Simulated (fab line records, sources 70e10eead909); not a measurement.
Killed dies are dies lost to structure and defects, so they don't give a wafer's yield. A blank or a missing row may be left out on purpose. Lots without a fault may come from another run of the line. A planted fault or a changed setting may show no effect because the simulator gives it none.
A struck lot beside a sound one | flow nand_harc | 21 steps out of a route of 1302
Sound: wafers L954.3, L954.4, L954.5. Struck: wafers L948.1, L948.5, L948.6. The cause comes at the end.
At each step with rows: each side's tool, then ch and its chambers, then its first start. Under that, the readings that differ: sound wafers | struck wafers | difference of the means | sigmas: that difference in standard deviations of wafers without a fault.
alike: readings whose means differ by less than 2 such deviations, and words and numbers that are the same on both sides. not compared: withheld readings, readings that some wafer has no value for, bounds like >300 that may hide the same value, and numbers for which the record gives no deviation and whose values overlap.
The two part at a step that has a row with sigmas, a row that says differs or no value, or rows on one side only. Numbers that don't overlap but have no deviation are shown without sigmas and don't part them. A reading that every wafer of one side lacks parts them only if that side has two wafers or more.

NHARC_A_BLC_CMP_25: polishes, t overpolish 30 s, target thk 150 nm.
  sound on cmp-01 ch 0,1,2, day 28 15:22; struck on cmp-02 ch 0,1,2, day 26 21:01
  alike: motor_current_A, overpolish_run_s, time_to_endpoint_s
then, 1 step without rows for these wafers: NHARC_A_BLC_SRD_27.
NHARC_A_BLC_INSPECT_28:
  sound on defect_inspect-02, day 28 15:43; struck on defect_inspect-01, day 26 21:22
  alike: raw_defect_count
then, 8 steps without rows for these wafers: NHARC_A_M0_DEP_00 (deposits SiOC, target thk 150 nm); NHARC_A_M0_DEHYDRATE_01 (time 120 s); NHARC_A_M0_HMDS_02 (time 30 s); NHARC_A_M0_COAT_33 (time 65 s); NHARC_A_M0_COAT_03 (resist thk 90 nm); NHARC_A_M0_SOFTBAKE_04 (time 55 s); NHARC_A_M0_EBR_05; NHARC_A_M0_EXPOSE_06 (exposes mask A M0, target cd 80 nm).
NHARC_A_M0_PEB_07: peb time 65 s.
  sound on litho_track-06 ch 0, day 28 16:35; struck on litho_track-01 ch 0, day 26 22:18
  reading                  | sound              | struck               | difference | sigmas
  heater_power_total_W (W) | 156.8 157.1 156.0  | 159.5 160.4 159.5    | +3.2       | +8
  plate_temp_C (C)         | 100.12 99.93 99.85 | 101.32 101.49 101.39 | +1.43      | +11
then, 1 step without rows for these wafers: NHARC_A_M0_DEVELOP_08 (develop time 35 s).
NHARC_A_M0_CD_MEAS_09: target cd 80 nm.
  sound on cd_sem-01 ch 0, day 28 16:40; struck on cd_sem-02 ch 0, day 26 22:23
  reading    | sound          | struck         | difference | sigmas
  cd_nm (nm) | 80.2 78.0 80.9 | 85.4 85.6 85.2 | +5.7       | +10
NHARC_A_M0_OVL_MEAS_10: pitch 160 nm.
  sound on overlay-02, day 28 16:46; struck on overlay-02, day 26 22:28
  reading           | sound          | struck      | difference | sigmas
  overlay_x_nm (nm) | -1.1 -1.3 -1.4 | 0.7 0.7 0.4 | +1.9       | +2
  alike: overlay_y_nm
NHARC_A_M0_INSPECT_11:
  sound on defect_inspect-01, day 28 16:47; struck on defect_inspect-01, day 26 22:30
  alike: raw_defect_count
NHARC_A_M0_DESCUM_14: chemistry O2, time 3 s.
  sound on rie_diel-11 ch 1,3, day 28 16:51; struck on rie_diel-04 ch 0,3, day 26 22:34
  reading               | sound             | struck            | difference | sigmas
  model.A_M0.cd_nm (nm) | 80.79 78.48 80.92 | 84.86 84.73 85.01 | +4.80      |
  alike: drypump_motor_current_A, oes_product_au, rf_vpp_V, showerhead_plenum_p_Torr, throttle_valve_pct
  not compared: rf_hours_counter_h
NHARC_A_M0_ETCH_34: etches the open film in N2/H2, target depth 40 nm, overetch 12 nm, time 43.94 s.
  sound on rie_diel-11 ch 1,2,3, day 28 16:56; struck on rie_diel-04 ch 0,3, day 26 22:39
  alike: drypump_motor_current_A, oes_product_au, rf_fwd_power_W, rf_vpp_V, showerhead_plenum_p_Torr, throttle_valve_pct
  not compared: rf_hours_counter_h
NHARC_A_M0_ETCH_15: etches the open film in C4F8/Ar, target depth 150 nm, overetch 15 nm, time 82.5 s.
  sound on rie_diel-11 ch 1,2,3; struck on rie_diel-04 ch 1,2
  reading               | sound             | struck           | difference | sigmas
  model.A_M0.cd_nm (nm) | 81.04 78.31 80.84 | 84.74 84.9 84.72 | +4.72      |
  alike: oes_product_au, rf_fwd_power_W, rf_vpp_V
  not compared: rf_hours_counter_h
NHARC_A_M0_CD_MEAS_16:
  sound on cd_sem-01, day 28 17:10; struck on cd_sem-02, day 26 22:52
  reading    | sound          | struck         | difference | sigmas
  cd_nm (nm) | 81.0 78.4 81.4 | 84.9 84.9 84.2 | +4.4       | +5
NHARC_END_SORT_01:
  the record has rows for the struck wafers here (prober-02 ch 0, day 28 10:44) and none for the sound ones

WHERE THEY PART
First at NHARC_A_M0_PEB_07; last, within this record, at NHARC_END_SORT_01.

WHY: what the simulator had put in
Process parameter drift: litho_track-01, from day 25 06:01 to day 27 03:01, at NHARC_A_M0_PEB_07. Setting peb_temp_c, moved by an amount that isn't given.
